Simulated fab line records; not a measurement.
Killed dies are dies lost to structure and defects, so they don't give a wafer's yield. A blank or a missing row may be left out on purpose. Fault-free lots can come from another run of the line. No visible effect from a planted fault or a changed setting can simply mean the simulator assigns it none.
fab line records -- flow n5-finfet
record lots=9, wafers=26, last-day=17
route steps=1938 shown BEOL_M4@1111 MIM_TOP@1836 MIM_TOP_LITHO@1850 MIM_TOP_ETCH@1851 PASSIVATION@1936
lots with no fault: from the same line, run without faults
start-h: hours from the record's first day to the start of the lot's first wafer shown -- wait-h: hours since the lot's step before -- " the same as in the row above -- L1.1+2: one row covering several wafers at once -- - no value, or no start given -- * or withheld: withheld -- < > ~ a bound
route shown NAME@n: names a module that has steps shown in the file, with the first one's number in the route -- usual: mean and standard deviation over wafers with no fault -- same: alike in all rows -- chamber/n: place in a boat -- sites: each site's reading -- _std_site: the standard deviation of these -- _edge_site: mean of outer sites minus mean of inner sites -- radius-mm: for every site, how far away it sits from the centre of the wafer -- mask NAME#n: copy n -- behind: the most recent tool/chamber to have shaped the wafer -- hold: why the lot was held/for how many hours/how that ended -- device: the transistor (n, p or np) that didn't switch -- end of line: tests run on the same wafers once the route is complete -- where a step has no rows: the recipe by itself -- killed: dies that structure and defects cost at the first sort, which is not the same as the wafer's yield -- map: the dies of a wafer, with x for killed, . for not killed, _ for no die there
set.NAME: the setting the step ran with; set.NAME@STEP: the setting that earlier step ran with -- model.NAME: the simulator's own value behind a step, which no gauge read
route steps across a sampled set of lots; one table per step, one row per wafer
services: a tool's chamber out of use, with start hour (start-h, from the record's first day; less than 0 if before it), hours out, and reason
## steps
# step N5_BEOL_M4_RC_MEAS_101
# usual DIBL_N=36.4/1.7, DIBL_P=36.4/2.1, IOFF_N=0.16/0.035, IOFF_P=0.21/0.035, ION_N=680/11, ION_P=465/6.8, SS_N=71.5/0.58, SS_P=73.2/0.72, VT_N=249/3.6, VT_P=-250/3.1
lot.wafer,tool,chamber,start-h,wait-h,DIBL_N[mV/V],DIBL_P[mV/V],IOFF_N[nA/um],IOFF_P[nA/um],ION_N[uA/um],ION_P[uA/um],SS_N[mV/dec],SS_P[mV/dec],VT_N[mV],VT_P[mV]
L795.2,prober-02,0,209.50,0.2,37.9,39.1,0.19,0.23,686,461,72.5,74.7,247,-251
L795.3,prober-02,0,209.50,0.2,35.0,34.9,0.13,0.17,666,458,70.4,73.3,255,-254
L795.6,prober-02,0,209.50,0.2,37.2,37.8,0.16,0.21,669,459,71.7,73.2,251,-252
L796.2,prober-01,0,214.45,0.2,36.3,35.4,0.15,0.22,689,472,71.8,73.4,252,-248
L796.3,prober-01,0,214.45,0.2,34.1,33.1,0.13,0.19,670,466,71.3,72.8,252,-246
L796.5,prober-01,0,214.45,0.2,36.1,35.0,0.15,0.22,683,474,71.7,73.1,252,-246
L797.1,prober-02,0,216.23,0.0,36.7,38.2,0.19,0.24,682,472,72.0,74.0,244,-249
L797.3,prober-02,0,216.23,0.0,32.4,33.1,0.12,0.16,671,461,71.7,72.1,254,-253
L797.6,prober-02,0,216.23,0.0,36.7,37.7,0.19,0.23,682,465,71.5,73.9,246,-250
L800.1,prober-01,0,220.75,0.0,37.7,36.4,0.19,0.24,697,474,71.9,73.2,244,-246
L800.4,prober-01,0,220.75,0.0,35.5,33.3,0.13,0.18,655,457,71.9,72.4,252,-252
L800.5,prober-01,0,220.75,0.0,35.9,34.8,0.14,0.21,682,469,71.6,72.8,246,-246
L801.1,prober-02,0,233.07,0.0,37.5,39.5,0.18,0.23,680,463,71.6,74.5,249,-249
L801.3,prober-02,0,233.07,0.0,37.0,37.7,0.16,0.20,662,456,71.4,73.6,250,-251
L801.6,prober-02,0,233.07,0.0,38.2,39.3,0.19,0.22,677,458,71.7,74.7,247,-249
L805.3,prober-02,0,261.05,0.3,35.0,36.9,0.15,0.20,663,458,71.1,73.0,249,-249
L805.4,prober-02,0,261.05,0.3,31.2,31.1,0.10,0.14,662,459,70.3,71.5,254,-257
L811.2,prober-02,0,293.39,0.2,39.5,40.4,0.24,0.28,686,463,73.2,74.5,243,-247
L811.3,prober-02,0,293.39,0.2,37.7,37.7,0.19,0.23,702,471,71.0,73.2,243,-249
L811.6,prober-02,0,293.39,0.2,41.5,42.8,0.31,0.32,717,480,72.9,75.0,239,-245
L810.1,prober-01,0,302.39,0.0,36.7,38.0,0.19,0.23,681,460,71.7,73.4,245,-249
L810.4,prober-01,0,302.39,0.0,35.4,35.9,0.17,0.19,684,460,71.5,73.1,246,-253
L810.5,prober-01,0,302.39,0.0,35.4,36.5,0.18,0.19,690,466,71.6,73.5,248,-254
L812.1,prober-01,0,306.11,0.5,38.1,38.2,0.17,0.26,678,476,71.5,74.7,251,-248
L812.3,prober-01,0,306.11,0.5,36.0,34.8,0.14,0.20,674,470,71.9,72.7,252,-250
L812.4,prober-01,0,306.11,0.5,34.3,33.1,0.12,0.18,669,466,70.5,72.2,254,-251
# step N5_MIM_TOP_ALD_02
# recipe material=Al2O3, target-thk-a=*, temp-c=withheld, ald-precursor-family=TMA, ald-co-reactant=O3, pulse-time-s=withheld, purge-time-s=3, co-reactant-purge-time-s=withheld, co-reactant-pulse-time-s=3, ald-cycles=withheld
# usual precursor-pulse-height-rel=1.001/0.02
lot.wafer,tool,chamber,start-h,wait-h,precursor-pulse-height-rel
L795.2,ald-hk-02,2,-,-,1.020
L795.3,ald-hk-02,3,-,-,1.002
L795.6,ald-hk-02,1,-,-,0.959
L797.1,ald-hk-01,0,-,-,1.034
L797.3,ald-hk-01,2,-,-,0.985
L797.6,ald-hk-01,2,-,-,1.034
L796.2,ald-hk-01,0,-,-,1.004
L796.3,ald-hk-01,2,-,-,1.047
L796.5,ald-hk-01,1,-,-,1.017
L801.1,ald-hk-03,2,-,-,0.976
L801.3,ald-hk-03,3,-,-,0.982
L801.6,ald-hk-03,1,-,-,0.984
L800.1,ald-hk-01,0,-,-,1.019
L800.4,ald-hk-01,1,-,-,0.988
L800.5,ald-hk-01,0,-,-,0.991
L805.3,ald-hk-03,0,-,-,1.014
L805.4,ald-hk-03,3,-,-,1.019
L811.2,ald-hk-02,2,-,-,1.048
L811.3,ald-hk-02,0,-,-,0.999
L811.6,ald-hk-02,1,-,-,0.962
L810.1,ald-hk-02,1,-,-,1.000
L810.4,ald-hk-02,2,-,-,0.983
L810.5,ald-hk-02,2,-,-,1.022
L812.1,ald-hk-03,2,-,-,0.998
L812.3,ald-hk-03,1,-,-,0.974
L812.4,ald-hk-03,3,-,-,0.987
# step N5_MIM_TOP_SPUTTER_03
# recipe material=TiN, target-thk-a=350, temp-c=200, power-w=3000, chamber-pressure-pa=0.49996, gas=Ar, reactive-partial-pa=0.37997, time-s=89.7
# usual throttle-valve-pct=29.3/1.2
lot.wafer,tool,chamber,start-h,wait-h,throttle-valve-pct
L795.2,pvd-sputter-03,-,308.94,0.0,27.7
L795.3,pvd-sputter-03,-,308.94,0.0,30.3
L795.6,pvd-sputter-03,-,308.94,0.0,27.5
L797.1,pvd-sputter-03,-,313.25,0.0,27.7
L797.3,pvd-sputter-03,-,313.25,0.0,29.5
L797.6,pvd-sputter-03,-,313.25,0.0,30.2
L796.2,pvd-sputter-03,-,316.16,0.0,30.3
L796.3,pvd-sputter-03,-,316.16,0.0,27.3
L796.5,pvd-sputter-03,-,316.16,0.0,29.8
L801.1,pvd-sputter-02,-,325.51,0.0,30.6
L801.3,pvd-sputter-02,-,325.51,0.0,29.8
L801.6,pvd-sputter-02,-,325.51,0.0,30.9
L800.1,pvd-sputter-03,-,331.38,0.0,29.0
L800.4,pvd-sputter-03,-,331.38,0.0,29.6
L800.5,pvd-sputter-03,-,331.38,0.0,29.0
L805.3,pvd-sputter-02,-,356.53,0.0,30.6
L805.4,pvd-sputter-02,-,356.53,0.0,29.4
L811.2,pvd-sputter-03,-,387.01,0.0,27.2
L811.3,pvd-sputter-03,-,387.01,0.0,29.8
L811.6,pvd-sputter-03,-,387.01,0.0,29.3
L810.1,pvd-sputter-01,-,399.25,0.0,29.9
L810.4,pvd-sputter-01,-,399.25,0.0,27.2
L810.5,pvd-sputter-01,-,399.25,0.0,30.6
L812.1,pvd-sputter-01,-,399.65,0.0,27.1
L812.3,pvd-sputter-01,-,399.65,0.0,30.1
L812.4,pvd-sputter-01,-,399.65,0.0,29.4
# step N5_MIM_TOP_LITHO_DESCUM_10
# recipe chemistry=O2, time-s=7.9, source-power-w=50, bias-power-w=20, pressure-mtorr=20, rf-frequency-hz=2.712e+07, temp-c=40, o2-flow-sccm=225
# usual drypump-motor-current-A=5.8/0.56, oes-product-au=0.78/0.093, rf-vpp-V=242.9/1.4, showerhead-plenum-p-Torr=2.08/0.07, throttle-valve-pct=20.54/0.21
lot.wafer,tool,chamber,start-h,wait-h,drypump-motor-current-A,oes-product-au,rf-hours-counter-h,rf-vpp-V,showerhead-plenum-p-Torr,throttle-valve-pct
L795.2,rie-diel-02,0,309.79,0.3,5.6,0.88,26,244.5,2.15,20.50
L795.3,rie-diel-02,1,309.79,0.3,6.6,0.69,214,242.8,2.06,20.71
L795.6,rie-diel-02,2,309.79,0.3,5.9,0.71,-,244.1,2.15,20.51
L797.1,rie-diel-01,3,313.73,0.0,6.2,0.78,103,242.1,2.10,20.00
L797.3,rie-diel-01,2,313.73,0.0,5.1,0.75,136,240.6,2.02,20.53
L797.6,rie-diel-01,3,313.73,0.0,6.2,0.78,-,241.7,2.10,20.01
L796.2,rie-diel-01,0,316.64,0.0,5.3,0.81,90,244.6,2.11,20.46
L796.3,rie-diel-01,2,316.64,0.0,5.2,0.75,137,241.7,2.02,20.53
L796.5,rie-diel-01,1,316.64,0.0,5.5,0.77,-,243.9,2.13,20.47
L801.1,rie-diel-04,1,326.11,0.0,6.0,0.94,16,242.5,2.07,20.66
L801.3,rie-diel-04,2,326.11,0.0,6.1,0.80,105,241.9,2.01,20.16
L801.6,rie-diel-04,1,326.11,0.0,6.0,0.94,-,243.3,2.07,20.66
L800.1,rie-diel-04,1,331.85,0.0,6.0,0.93,18,242.1,2.07,20.65
L800.4,rie-diel-04,0,331.85,0.0,6.8,1.01,0,244.3,2.24,20.53
L800.5,rie-diel-04,0,331.85,0.0,6.8,1.01,-,245.3,2.24,20.53
L805.3,rie-diel-04,2,357.01,0.0,6.1,0.80,116,240.4,2.01,20.17
L805.4,rie-diel-04,0,357.01,0.0,6.8,0.96,7,245.3,2.24,20.54
L811.2,rie-diel-02,0,387.64,0.1,5.6,0.84,57,244.3,2.14,20.54
L811.3,rie-diel-02,2,387.64,0.1,5.8,0.69,253,243.6,2.14,20.56
L811.6,rie-diel-02,1,387.64,0.1,6.6,0.67,-,242.5,2.06,20.75
L810.1,rie-diel-02,1,399.73,0.0,6.6,0.66,246,241.7,2.05,20.77
L810.4,rie-diel-02,3,399.73,0.0,5.0,1.00,0,242.6,2.04,20.55
L810.5,rie-diel-02,3,399.73,0.0,5.0,1.01,-,242.5,2.04,20.53
L812.1,rie-diel-01,2,400.26,0.0,5.1,0.73,168,241.6,2.01,20.59
L812.3,rie-diel-01,0,400.26,0.0,5.3,0.79,120,243.9,2.10,20.52
L812.4,rie-diel-01,3,400.26,0.0,6.2,0.74,135,242.5,2.09,20.05
# step N5_MIM_TOP_ETCH_ETCH_00
# recipe chemistry=Cl2/BCl3, target=TiN, target-depth-a=385, ion-energy-ev=150, pressure-mtorr=10, icp-w=1000, bias-w=126, Cl2_flow_sccm=53.25, bcl3-flow-sccm=21.75, Ar_flow_sccm=25
# usual bias-w=126.0/0.33, drypump-motor-current-A=5.6/0.4, mfc-cl2-sccm=53.23/0.16, oes-product-au=0.80/0.11, throttle-valve-pct=22.75/0.23
lot.wafer,tool,chamber,start-h,wait-h,bias-w,drypump-motor-current-A,mfc-cl2-sccm,oes-product-au,rf-hours-counter-h,throttle-valve-pct
L795.2,rie-metal-01,1,309.88,0.1,126.0,5.7,53.41,0.85,26,23.08
L795.3,rie-metal-01,1,309.88,0.1,126.1,5.7,53.44,0.84,-,23.10
L795.6,rie-metal-01,1,309.88,0.1,126.2,5.7,53.28,0.86,-,23.08
L797.1,rie-metal-02,1,313.82,0.1,126.3,5.7,53.47,0.96,1,22.66
L797.3,rie-metal-02,0,313.82,0.1,126.3,4.9,53.62,0.67,-,22.58
L797.6,rie-metal-02,1,313.82,0.1,125.8,5.7,53.45,0.96,-,22.65
L796.2,rie-metal-03,0,316.73,0.1,125.5,6.0,52.94,0.90,11,22.57
L796.3,rie-metal-03,1,316.73,0.1,126.4,5.5,53.10,0.68,-,23.07
L796.5,rie-metal-03,1,316.73,0.1,126.2,5.6,53.29,0.67,-,23.05
L801.1,rie-metal-02,0,326.20,0.1,125.5,4.9,53.29,0.65,97,22.58
L801.3,rie-metal-02,0,326.20,0.1,126.1,4.9,53.57,0.67,-,22.58
L801.6,rie-metal-02,0,326.20,0.1,126.0,4.9,53.41,0.65,-,22.58
L800.1,rie-metal-03,0,331.94,0.1,125.9,6.0,53.14,0.89,13,22.56
L800.4,rie-metal-03,0,331.94,0.1,125.6,6.0,53.19,0.89,-,22.56
L800.5,rie-metal-03,0,331.94,0.1,126.5,6.0,53.43,0.89,-,22.58
L805.3,rie-metal-01,0,357.14,0.1,125.5,6.2,53.26,0.86,-,22.51
L805.4,rie-metal-01,1,357.14,0.1,125.6,5.7,53.24,0.84,-,23.10
L811.2,rie-metal-01,1,387.72,0.1,126.6,5.7,53.37,0.82,34,23.10
L811.3,rie-metal-01,1,387.72,0.1,126.1,5.7,53.28,0.81,-,23.10
L811.6,rie-metal-01,1,387.72,0.1,126.3,5.7,53.21,0.82,-,23.10
L810.1,rie-metal-01,0,399.82,0.1,126.8,6.1,53.13,0.85,27,22.52
L810.4,rie-metal-01,0,399.82,0.1,127.0,6.1,53.08,0.84,-,22.53
L810.5,rie-metal-01,1,399.82,0.1,126.4,5.7,53.21,0.81,-,23.10
L812.1,rie-metal-01,0,400.34,0.1,125.8,6.1,53.39,0.86,28,22.54
L812.3,rie-metal-01,0,400.34,0.1,125.7,6.1,53.38,0.85,-,22.53
L812.4,rie-metal-01,1,400.34,0.1,125.9,5.7,53.50,0.82,-,23.09
# step N5_PASSIVATION_PROBE_49
# usual defect-limited-yield=91.3/1.4, killed_at_M0_to_M3=36/11, killed_at_M4_up=13/5.2, killed-at-contacts=13/6.5, killed-at-front-end=37/11, killed-at-other=3.6/2.9, killed-dies=103/17, killed-open=68/12, killed-short=33/7.3, sort_bin_4_leakage=0.01/0.039, sort_bin_5_function=5.2/0.91, sort_bin_6_memory=3.2/0.67, sort-n-pass=1077/17, sort-yield-pct=91.3/1.4
# same gross-dies=1180, killed-at-back-side=0, sort_bin_8_speed[%]=0
lot.wafer,tool,chamber,start-h,wait-h,defect-limited-yield[%],killed_at_M0_to_M3,killed_at_M4_up,killed-at-contacts,killed-at-front-end,killed-at-other,killed-dies,killed-open,killed-short,sort_bin_4_leakage[%],sort_bin_5_function[%],sort_bin_6_memory[%],sort-n-pass,sort-yield-pct[%]
L797.1,prober-01,-,323.32,0.0,93.7,27,11,10,20,6,74,50,24,0,3.6,2.5,1106,93.7
L797.3,prober-01,-,323.42,0.1,90.1,33,17,14,50,3,117,83,33,0,6.1,3.6,1063,90.1
L797.6,prober-01,-,323.57,0.3,92.1,20,11,16,46,0,93,55,37,0,5.0,2.5,1087,92.1
L805.3,prober-02,-,367.22,0.1,91.0,35,11,8,40,12,106,70,34,0,5.3,3.1,1074,91.0
L805.4,prober-02,-,367.27,0.2,76.3,32,22,10,39,177,280,77,35,0,5.7,3.5,900,76.3
# killed by level:class
L797.1 FIN_SAQP:geometric-particle:open=8 BEOL_M0_SAQP:geometric-particle:short=8 MOL_CONTACT_COAG:geometric-particle:open=6 BEOL_M3:geometric-particle:open=6 BEOL_M0_SAQP:geometric-particle:open=5 MOL_CONTACT_COAG:geometric-particle:short=4 BEOL_M2:geometric-particle:open=4 FIN_SAQP:geometric-particle:short=3
L797.3 FIN_SAQP:geometric-particle:open=23 MOL_CONTACT_COAG:geometric-particle:open=13 BEOL_M3:geometric-particle:open=11 BEOL_M2:geometric-particle:open=8 BEOL_M0_SAQP:geometric-particle:short=7 DUMMY_GATE:geometric-particle:open=5 FIN_SAQP:geometric-particle:short=5 BEOL_M4:geometric-particle:short=5
L797.6 FIN_SAQP:geometric-particle:open=18 MOL_CONTACT_COAG:geometric-particle:open=13 FIN_SAQP:geometric-particle:short=9 BEOL_M0_SAQP:geometric-particle:short=6 BEOL_M4:geometric-particle:open=4 STARTING-WAFER:geometric-particle:short=4 FIN_CUT:geometric-particle:short=3 BEOL_M3:geometric-particle:open=3
L805.3 FIN_SAQP:geometric-particle:open=8 GATE_CUT:geometric-particle:open=7 BEOL_M2:geometric-particle:open=7 STI_FIN_REVEAL:geometric-particle:open=6 MOL_CONTACT_COAG:geometric-particle:open=5 BEOL_M0_SAQP:geometric-particle:open=5 BEOL_M3:geometric-particle:open=5 FIN_SAQP:geometric-particle:short=4
L805.4 MIM_TOP:area-sputter=167 FIN_SAQP:geometric-particle:open=12 FIN_SAQP:geometric-particle:short=7 MOL_CONTACT_COAG:geometric-particle:open=7 BEOL_M1:geometric-particle:open=7 BEOL_M5:geometric-particle:open=7 BEOL_M0_SAQP:geometric-particle:open=5 BEOL_M2:geometric-particle:open=5
## services
tool,chamber,start-h,hours,kind
pvd-sputter-01,-,306.96,5.3,repair
ald-hk-03,-,313.61,8.7,pm
rie-diel-04,0,317.81,-,clean
rie-diel-04,0,317.81,-,consumable-replace:focus-ring
rie-diel-04,0,317.81,-,consumable-replace:showerhead
rie-diel-04,0,317.81,13.8,scheduled-down
rie-diel-04,0,317.81,13.8,vent-cycle
pvd-sputter-01,-,347.23,7.8,repair
pvd-sputter-01,-,365.53,1.5,repair
rie-diel-02,3,375.83,-,clean
rie-diel-02,3,375.83,-,consumable-replace:focus-ring
rie-diel-02,3,375.83,22.7,scheduled-down
rie-diel-02,3,375.83,22.7,vent-cycle
rie-diel-02,1,377.66,3.6,repair
rie-metal-01,-,380.65,1.2,repair
rie-metal-02,0,389.49,-,clean
rie-metal-02,0,389.49,12.5,scheduled-down
rie-metal-02,0,389.49,12.5,vent-cycle
rie-diel-04,3,391.70,8.2,repair
## key
first-sign step=N5_PASSIVATION_PROBE_49, reading=killed-at-other, direction=up, sigmas=60, usual=3.6, struck=177
effect step=N5_PASSIVATION_PROBE_49, reading=sort-yield-pct, direction=down, sigmas=10, usual=91.3, struck=76.3
more-kills-born-at N5_MIM_TOP_SPUTTER_03@pvd-sputter-02=167
met-at N5_MIM_TOP_SPUTTER_03
struck-lots L805
struck-wafers L805.4
not-acting-at N5_MIM_TOP_ALD_02,N5_MIM_TOP_LITHO_DESCUM_10,N5_MIM_TOP_ETCH_ETCH_00
onset-between 325.51 356.53
fault kind=process-parameter-drift, tool=pvd-sputter-02, chamber=-, onset-h=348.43, steps=N5_MIM_TOP_SPUTTER_03, channel=time-s, offset=*, shape=step, end-h=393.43, scope=struck-wafers-only, acts-in=*, stated=*
